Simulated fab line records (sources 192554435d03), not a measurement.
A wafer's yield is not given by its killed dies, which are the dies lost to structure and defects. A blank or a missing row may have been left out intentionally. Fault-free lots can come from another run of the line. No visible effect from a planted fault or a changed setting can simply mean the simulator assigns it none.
Which of the tools did it? / flow n5 finfet / 24 lots with 72 wafers sampled at 5 steps, on a route of 1938 steps

== WHAT THE GAUGES READ, wafer by wafer ==
N5_BEOL_M13_OVL_MEAS_29.
lot=L074; measured=day 11 03:13; on=overlay-01; M13_OVL (nm)=-5 -13 -6
lot=L075; measured=day 11 04:14; on=overlay-01; M13_OVL (nm)=-1 1 -5
lot=L077; measured=day 11 06:58; on=overlay-01; M13_OVL (nm)=-2 4 -1
lot=L076; measured=day 11 10:04; on=overlay-02; M13_OVL (nm)=1 4 0
lot=L078; measured=day 12 13:13; on=overlay-02; M13_OVL (nm)=7 13 4
lot=L079; measured=day 12 13:54; on=overlay-01; M13_OVL (nm)=3 5 1
lot=L081; measured=day 12 18:31; on=overlay-02; M13_OVL (nm)=4 10 7
lot=L082; measured=day 13 03:02; on=overlay-02; M13_OVL (nm)=-5 -6 4
lot=L080; measured=day 13 12:00; on=overlay-01; M13_OVL (nm)=5 0 2
lot=L083; measured=day 13 14:38; on=overlay-01; M13_OVL (nm)=-4 -3 -1
lot=L086; measured=day 13 20:16; on=overlay-01; M13_OVL (nm)=1 1 3
lot=L085; measured=day 13 23:50; on=overlay-01; M13_OVL (nm)=1 -3 4
lot=L084; measured=day 14 01:41; on=overlay-02; M13_OVL (nm)=8 6 9
lot=L087; measured=day 14 06:21; on=overlay-01; M13_OVL (nm)=5 -2 6
lot=L088; measured=day 14 08:01; on=overlay-02; M13_OVL (nm)=0 6 -1
lot=L089; measured=day 14 20:21; on=overlay-01; M13_OVL (nm)=10 5 3
lot=L090; measured=day 14 22:23; on=overlay-02; M13_OVL (nm)=-4 -4 -2
lot=L092; measured=day 15 04:57; on=overlay-01; M13_OVL (nm)=-2 -9 -6
lot=L091; measured=day 15 13:40; on=overlay-01; M13_OVL (nm)=6 6 -1
lot=L093; measured=day 15 15:26; on=overlay-01; M13_OVL (nm)=-3 0 -6
lot=L094; measured=day 16 01:01; on=overlay-02; M13_OVL (nm)=1 -4 -6
lot=L095; measured=day 16 05:10; on=overlay-02; M13_OVL (nm)=3 8 6
lot=L096; measured=day 16 18:37; on=overlay-01; M13_OVL (nm)=0 5 4
lot=L097; measured=day 17 12:53; on=overlay-02; M13_OVL (nm)=0 4 1

N5_BEOL_M13_INSPECT_55: inspects for defects (darkfield).
lot=L074; measured=day 11 08:49; on=defect inspect-01; raw defect count=82 84 66
lot=L075; measured=day 11 09:00; on=defect inspect-02; raw defect count=54 43 57
lot=L077; measured=day 11 14:40; on=defect inspect-01; raw defect count=48 57 43
lot=L076; measured=day 11 14:22; on=defect inspect-01; raw defect count=48 100 72
lot=L078; measured=day 12 16:10; on=defect inspect-02; raw defect count=48 85 82
lot=L079; measured=day 12 16:16; on=defect inspect-02; raw defect count=51 80 40
lot=L081; measured=day 12 22:43; on=defect inspect-01; raw defect count=55 65 99
lot=L082; measured=day 13 07:52; on=defect inspect-02; raw defect count=84 102 78
lot=L080; measured=day 13 15:29; on=defect inspect-01; raw defect count=85 84 95
lot=L083; measured=day 13 18:41; on=defect inspect-01; raw defect count=66 48 64
lot=L086; measured=day 13 23:27; on=defect inspect-01; raw defect count=47 84 66
lot=L085; measured=day 14 04:09; on=defect inspect-02; raw defect count=83 120 59
lot=L084; measured=day 14 05:19; on=defect inspect-01; raw defect count=84 129 138
lot=L087; measured=day 14 11:28; on=defect inspect-01; raw defect count=100 81 73
lot=L088; measured=day 14 11:41; on=defect inspect-01; raw defect count=51 64 51
lot=L089; measured=day 15 00:17; on=defect inspect-02; raw defect count=83 134 50
lot=L090; measured=day 15 03:38; on=defect inspect-02; raw defect count=77 70 74
lot=L092; measured=day 15 09:19; on=defect inspect-02; raw defect count=123 87 66
lot=L091; measured=day 15 17:34; on=defect inspect-01; raw defect count=36 44 84
lot=L093; measured=day 15 21:24; on=defect inspect-02; raw defect count=98 67 99
lot=L094; measured=day 16 07:01; on=defect inspect-01; raw defect count=45 67 68
lot=L095; measured=day 16 08:19; on=defect inspect-02; raw defect count=41 57 83
lot=L096; measured=day 16 22:24; on=defect inspect-02; raw defect count=87 106 84
lot=L097; measured=day 17 18:10; on=defect inspect-01; raw defect count=84 103 85

N5_BEOL_M14_OVL_MEAS_11.
lot=L074; measured=day 11 09:22; on=overlay-02; V13_OVL (nm)=-4 -9 -6
lot=L075; measured=day 11 09:46; on=overlay-02; V13_OVL (nm)=-4 -6 -9
lot=L077; measured=day 11 15:21; on=overlay-01; V13_OVL (nm)=-9 -10 1
lot=L076; measured=day 11 15:04; on=overlay-01; V13_OVL (nm)=-2 6 2
lot=L078; measured=day 12 16:44; on=overlay-01; V13_OVL (nm)=-4 -7 -1
lot=L079; measured=day 12 16:57; on=overlay-01; V13_OVL (nm)=6 10 -1
lot=L081; measured=day 12 23:17; on=overlay-01; V13_OVL (nm)=-11 -3 4
lot=L082; measured=day 13 08:26; on=overlay-02; V13_OVL (nm)=-1 -4 -2
lot=L080; measured=day 13 16:03; on=overlay-01; V13_OVL (nm)=-12 -1 -1
lot=L083; measured=day 13 19:15; on=overlay-02; V13_OVL (nm)=-2 -2 -7
lot=L086; measured=day 14 00:08; on=overlay-02; V13_OVL (nm)=-8 -7 -7
lot=L085; measured=day 14 04:43; on=overlay-01; V13_OVL (nm)=3 -6 -1
lot=L084; measured=day 14 05:53; on=overlay-01; V13_OVL (nm)=-10 -1 -3
lot=L087; measured=day 14 12:09; on=overlay-01; V13_OVL (nm)=10 4 0
lot=L088; measured=day 14 12:15; on=overlay-02; V13_OVL (nm)=0 -9 1
lot=L089; measured=day 15 00:51; on=overlay-01; V13_OVL (nm)=2 6 -8
lot=L090; measured=day 15 04:12; on=overlay-02; V13_OVL (nm)=2 9 3
lot=L092; measured=day 15 09:53; on=overlay-01; V13_OVL (nm)=3 -10 4
lot=L091; measured=day 15 18:16; on=overlay-02; V13_OVL (nm)=-14 -10 -7
lot=L093; measured=day 15 22:06; on=overlay-02; V13_OVL (nm)=3 5 -2
lot=L094; measured=day 16 07:34; on=overlay-01; V13_OVL (nm)=-1 -4 -4
lot=L095; measured=day 16 08:52; on=overlay-02; V13_OVL (nm)=-1 0 -5
lot=L096; measured=day 16 23:05; on=overlay-01; V13_OVL (nm)=5 4 10
lot=L097; measured=day 17 18:44; on=overlay-01; V13_OVL (nm)=-5 -3 2

== WHICH TOOL RAN EACH LOT (tool, then ch and the chambers of the sampled wafers, then the start) ==
lot=L074; N5_BEOL_M13_ETCH_68=rie diel-01 ch 2,3, day 11 03:42; N5_BEOL_M13_ANNEAL_48=rtp anneal-01 ch 0, day 11 08:07
lot=L075; N5_BEOL_M13_ETCH_68=rie diel-06 ch 0,3, day 11 04:32; N5_BEOL_M13_ANNEAL_48=rtp anneal-02 ch 0, day 11 08:15
lot=L077; N5_BEOL_M13_ETCH_68=rie diel-05 ch 0,1,2, day 11 07:20; N5_BEOL_M13_ANNEAL_48=rtp anneal-01 ch 0, day 11 13:38
lot=L076; N5_BEOL_M13_ETCH_68=rie diel-01 ch 0,2, day 11 10:18; N5_BEOL_M13_ANNEAL_48=rtp anneal-02 ch 0, day 11 13:40
lot=L078; N5_BEOL_M13_ETCH_68=rie diel-01 ch 0,1, day 12 13:27; N5_BEOL_M13_ANNEAL_48=rtp anneal-01 ch 0, day 12 15:28
lot=L079; N5_BEOL_M13_ETCH_68=rie diel-05 ch 1,2, day 12 14:08; N5_BEOL_M13_ANNEAL_48=rtp anneal-02 ch 0, day 12 15:34
lot=L081; N5_BEOL_M13_ETCH_68=rie diel-06 ch 1,2,3, day 12 18:46; N5_BEOL_M13_ANNEAL_48=rtp anneal-01 ch 0, day 12 22:04
lot=L082; N5_BEOL_M13_ETCH_68=rie diel-06 ch 0,1,3, day 13 03:46; N5_BEOL_M13_ANNEAL_48=rtp anneal-01 ch 0, day 13 06:55
lot=L080; N5_BEOL_M13_ETCH_68=rie diel-01 ch 0,3, day 13 12:16; N5_BEOL_M13_ANNEAL_48=rtp anneal-02 ch 0, day 13 14:52
lot=L083; N5_BEOL_M13_ETCH_68=rie diel-06 ch 0,1,3, day 13 14:52; N5_BEOL_M13_ANNEAL_48=rtp anneal-02 ch 0, day 13 17:56
lot=L086; N5_BEOL_M13_ETCH_68=rie diel-01 ch 1,2,3, day 13 20:31; N5_BEOL_M13_ANNEAL_48=rtp anneal-02 ch 0, day 13 22:41
lot=L085; N5_BEOL_M13_ETCH_68=rie diel-06 ch 0,1,3, day 14 00:04; N5_BEOL_M13_ANNEAL_48=rtp anneal-02 ch 0, day 14 03:27
lot=L084; N5_BEOL_M13_ETCH_68=rie diel-05 ch 1,2,3, day 14 01:55; N5_BEOL_M13_ANNEAL_48=rtp anneal-02 ch 0, day 14 04:39
lot=L087; N5_BEOL_M13_ETCH_68=rie diel-01 ch 1,2,3, day 14 06:46; N5_BEOL_M13_ANNEAL_48=rtp anneal-02 ch 0, day 14 10:41
lot=L088; N5_BEOL_M13_ETCH_68=rie diel-05 ch 0,3, day 14 08:18; N5_BEOL_M13_ANNEAL_48=rtp anneal-01 ch 0, day 14 10:59
lot=L089; N5_BEOL_M13_ETCH_68=rie diel-05 ch 1,2,3, day 14 20:43; N5_BEOL_M13_ANNEAL_48=rtp anneal-02 ch 0, day 14 23:32
lot=L090; N5_BEOL_M13_ETCH_68=rie diel-01 ch 0,1,2, day 14 23:24; N5_BEOL_M13_ANNEAL_48=rtp anneal-01 ch 0, day 15 02:53
lot=L092; N5_BEOL_M13_ETCH_68=rie diel-05 ch 2,3, day 15 06:14; N5_BEOL_M13_ANNEAL_48=rtp anneal-01 ch 0, day 15 08:40
lot=L091; N5_BEOL_M13_ETCH_68=rie diel-06 ch 0,2,3, day 15 13:54; N5_BEOL_M13_ANNEAL_48=rtp anneal-01 ch 0, day 15 16:49
lot=L093; N5_BEOL_M13_ETCH_68=rie diel-05 ch 2,3, day 15 16:08; N5_BEOL_M13_ANNEAL_48=rtp anneal-02 ch 0, day 15 20:38
lot=L094; N5_BEOL_M13_ETCH_68=rie diel-05 ch 1,2, day 16 01:36; N5_BEOL_M13_ANNEAL_48=rtp anneal-02 ch 0, day 16 06:19
lot=L095; N5_BEOL_M13_ETCH_68=rie diel-05 ch 1,2, day 16 05:29; N5_BEOL_M13_ANNEAL_48=rtp anneal-01 ch 0, day 16 07:35
lot=L096; N5_BEOL_M13_ETCH_68=rie diel-06 ch 0,1,2, day 16 18:52; N5_BEOL_M13_ANNEAL_48=rtp anneal-01 ch 0, day 16 21:39
lot=L097; N5_BEOL_M13_ETCH_68=rie diel-06 ch 1,3, day 17 13:07; N5_BEOL_M13_ANNEAL_48=rtp anneal-01 ch 0, day 17 17:23
- N5_BEOL_M13_ETCH_68: etches SOC in N2/H2, time 355 s.
- N5_BEOL_M13_ANNEAL_48: time 90 s.

== WHAT THE TOOLS THEMSELVES READ (means of the sampled wafers that have a number; where no wafer has one, the mark that the record gives instead) ==
N5_BEOL_M13_ETCH_68.
lot=L074; tool=rie diel-01; bias w (W)=349.5; drypump motor current A (A)=5.43; oes product au (a.u.)=0.68; rf vpp V (V)=523.0; showerhead plenum p Torr (Torr)=2.54; temp c (C)=40.07; throttle valve pct (%)=17.74
lot=L075; tool=rie diel-06; bias w (W)=351.3; drypump motor current A (A)=5.66; oes product au (a.u.)=0.75; rf vpp V (V)=525.2; showerhead plenum p Torr (Torr)=2.58; temp c (C)=40.04; throttle valve pct (%)=17.93
lot=L077; tool=rie diel-05; bias w (W)=349.9; drypump motor current A (A)=5.62; oes product au (a.u.)=0.78; rf vpp V (V)=525.9; showerhead plenum p Torr (Torr)=2.60; temp c (C)=40.00; throttle valve pct (%)=17.79
lot=L076; tool=rie diel-01; bias w (W)=349.1; drypump motor current A (A)=5.84; oes product au (a.u.)=0.79; rf vpp V (V)=523.9; showerhead plenum p Torr (Torr)=2.57; temp c (C)=40.08; throttle valve pct (%)=17.89
lot=L078; tool=rie diel-01; bias w (W)=349.9; drypump motor current A (A)=6.05; oes product au (a.u.)=0.88; rf vpp V (V)=525.7; showerhead plenum p Torr (Torr)=2.61; temp c (C)=39.98; throttle valve pct (%)=17.95
lot=L079; tool=rie diel-05; bias w (W)=349.2; drypump motor current A (A)=5.37; oes product au (a.u.)=0.78; rf vpp V (V)=524.4; showerhead plenum p Torr (Torr)=2.57; temp c (C)=40.23; throttle valve pct (%)=17.78
lot=L081; tool=rie diel-06; bias w (W)=350.7; drypump motor current A (A)=5.37; oes product au (a.u.)=0.80; rf vpp V (V)=523.5; showerhead plenum p Torr (Torr)=2.53; temp c (C)=39.98; throttle valve pct (%)=17.73
lot=L082; tool=rie diel-06; bias w (W)=350.2; drypump motor current A (A)=5.47; oes product au (a.u.)=0.80; rf vpp V (V)=524.8; showerhead plenum p Torr (Torr)=2.56; temp c (C)=40.05; throttle valve pct (%)=17.74
lot=L080; tool=rie diel-01; bias w (W)=349.9; drypump motor current A (A)=5.86; oes product au (a.u.)=0.75; rf vpp V (V)=525.0; showerhead plenum p Torr (Torr)=2.60; temp c (C)=40.08; throttle valve pct (%)=17.73
lot=L083; tool=rie diel-06; bias w (W)=350.4; drypump motor current A (A)=5.48; oes product au (a.u.)=0.80; rf vpp V (V)=523.5; showerhead plenum p Torr (Torr)=2.56; temp c (C)=40.03; throttle valve pct (%)=17.74
lot=L086; tool=rie diel-01; bias w (W)=350.8; drypump motor current A (A)=5.66; oes product au (a.u.)=0.86; rf vpp V (V)=524.7; showerhead plenum p Torr (Torr)=2.57; temp c (C)=39.92; throttle valve pct (%)=17.71
lot=L085; tool=rie diel-06; bias w (W)=351.2; drypump motor current A (A)=5.48; oes product au (a.u.)=0.79; rf vpp V (V)=524.4; showerhead plenum p Torr (Torr)=2.56; temp c (C)=40.07; throttle valve pct (%)=17.75
lot=L084; tool=rie diel-05; bias w (W)=350.1; drypump motor current A (A)=5.47; oes product au (a.u.)=0.84; rf vpp V (V)=524.5; showerhead plenum p Torr (Torr)=2.54; temp c (C)=40.12; throttle valve pct (%)=17.72
lot=L087; tool=rie diel-01; bias w (W)=349.2; drypump motor current A (A)=5.67; oes product au (a.u.)=0.85; rf vpp V (V)=524.1; showerhead plenum p Torr (Torr)=2.57; temp c (C)=40.06; throttle valve pct (%)=17.70
lot=L088; tool=rie diel-05; bias w (W)=349.8; drypump motor current A (A)=5.87; oes product au (a.u.)=0.80; rf vpp V (V)=525.9; showerhead plenum p Torr (Torr)=2.58; temp c (C)=39.98; throttle valve pct (%)=17.69
lot=L089; tool=rie diel-05; bias w (W)=348.8; drypump motor current A (A)=5.45; oes product au (a.u.)=0.83; rf vpp V (V)=523.6; showerhead plenum p Torr (Torr)=2.54; temp c (C)=39.97; throttle valve pct (%)=17.73
lot=L090; tool=rie diel-01; bias w (W)=350.4; drypump motor current A (A)=5.78; oes product au (a.u.)=0.88; rf vpp V (V)=525.0; showerhead plenum p Torr (Torr)=2.56; temp c (C)=39.95; throttle valve pct (%)=17.82
lot=L092; tool=rie diel-05; bias w (W)=350.3; drypump motor current A (A)=5.56; oes product au (a.u.)=0.89; rf vpp V (V)=523.0; showerhead plenum p Torr (Torr)=2.51; temp c (C)=39.97; throttle valve pct (%)=17.64
lot=L091; tool=rie diel-06; bias w (W)=349.2; drypump motor current A (A)=5.58; oes product au (a.u.)=0.72; rf vpp V (V)=523.2; showerhead plenum p Torr (Torr)=2.53; temp c (C)=40.13; throttle valve pct (%)=17.97
lot=L093; tool=rie diel-05; bias w (W)=350.9; drypump motor current A (A)=5.55; oes product au (a.u.)=0.87; rf vpp V (V)=522.9; showerhead plenum p Torr (Torr)=2.51; temp c (C)=40.09; throttle valve pct (%)=17.64
lot=L094; tool=rie diel-05; bias w (W)=350.9; drypump motor current A (A)=5.45; oes product au (a.u.)=0.78; rf vpp V (V)=524.2; showerhead plenum p Torr (Torr)=2.57; temp c (C)=39.96; throttle valve pct (%)=17.92
lot=L095; tool=rie diel-05; bias w (W)=349.4; drypump motor current A (A)=5.48; oes product au (a.u.)=0.77; rf vpp V (V)=523.9; showerhead plenum p Torr (Torr)=2.57; temp c (C)=39.82; throttle valve pct (%)=17.93
lot=L096; tool=rie diel-06; bias w (W)=349.5; drypump motor current A (A)=5.57; oes product au (a.u.)=0.74; rf vpp V (V)=523.6; showerhead plenum p Torr (Torr)=2.57; temp c (C)=39.96; throttle valve pct (%)=17.77
lot=L097; tool=rie diel-06; bias w (W)=351.1; drypump motor current A (A)=5.31; oes product au (a.u.)=0.82; rf vpp V (V)=523.8; showerhead plenum p Torr (Torr)=2.53; temp c (C)=39.89; throttle valve pct (%)=17.58

N5_BEOL_M13_ANNEAL_48.
lot=L074; tool=rtp anneal-01; anneal temp c max=225.9; wafer_temp_C_max=225.86
lot=L075; tool=rtp anneal-02; anneal temp c max=226.4; wafer_temp_C_max=225.74
lot=L077; tool=rtp anneal-01; anneal temp c max=225.5; wafer_temp_C_max=225.71
lot=L076; tool=rtp anneal-02; anneal temp c max=226.2; wafer_temp_C_max=225.86
lot=L078; tool=rtp anneal-01; anneal temp c max=225.6; wafer_temp_C_max=225.89
lot=L079; tool=rtp anneal-02; anneal temp c max=226.3; wafer_temp_C_max=225.66
lot=L081; tool=rtp anneal-01; anneal temp c max=225.8; wafer_temp_C_max=225.89
lot=L082; tool=rtp anneal-01; anneal temp c max=225.7; wafer_temp_C_max=225.63
lot=L080; tool=rtp anneal-02; anneal temp c max=226.0; wafer_temp_C_max=225.67
lot=L083; tool=rtp anneal-02; anneal temp c max=226.2; wafer_temp_C_max=225.97
lot=L086; tool=rtp anneal-02; anneal temp c max=226.3; wafer_temp_C_max=225.81
lot=L085; tool=rtp anneal-02; anneal temp c max=226.4; wafer_temp_C_max=225.72
lot=L084; tool=rtp anneal-02; anneal temp c max=226.4; wafer_temp_C_max=225.95
lot=L087; tool=rtp anneal-02; anneal temp c max=226.1; wafer_temp_C_max=225.75
lot=L088; tool=rtp anneal-01; anneal temp c max=225.7; wafer_temp_C_max=225.65
lot=L089; tool=rtp anneal-02; anneal temp c max=226.2; wafer_temp_C_max=225.66
lot=L090; tool=rtp anneal-01; anneal temp c max=225.7; wafer_temp_C_max=225.57
lot=L092; tool=rtp anneal-01; anneal temp c max=225.5; wafer_temp_C_max=225.73
lot=L091; tool=rtp anneal-01; anneal temp c max=225.8; wafer_temp_C_max=225.62
lot=L093; tool=rtp anneal-02; anneal temp c max=226.1; wafer_temp_C_max=225.82
lot=L094; tool=rtp anneal-02; anneal temp c max=226.8; wafer_temp_C_max=226.02
lot=L095; tool=rtp anneal-01; anneal temp c max=225.7; wafer_temp_C_max=225.66
lot=L096; tool=rtp anneal-01; anneal temp c max=225.9; wafer_temp_C_max=225.69
lot=L097; tool=rtp anneal-01; anneal temp c max=225.6; wafer_temp_C_max=225.82

== THE ANSWER, worked out from the rows above alone ==
Rule: what is usual is taken from the lots themselves. The widest of any qualifying gaps counts: lots, ordered by their means at a reading, are off when they make up no more than a third of the lots, leave a main group of 4 or more, and stand apart from it by 3 or more times the standard deviation of that group's means. A main group whose means are all the same, to the digits that the tables above print for the reading, isn't used. A lot without any number at a reading at which 4 lots or more have one is off too. Any other lot the step has rows for is counted as sound. First the gauges in route order, then the tools' own readings, where a lot's mean is used as printed above. The first step at which some lot is off is used, and at that step the reading that is off furthest; a lot without a number counts as furthest.
Nothing can be told from this: no lot is off at any reading shown.

== WHAT THE SIMULATOR HAD INSERTED ==
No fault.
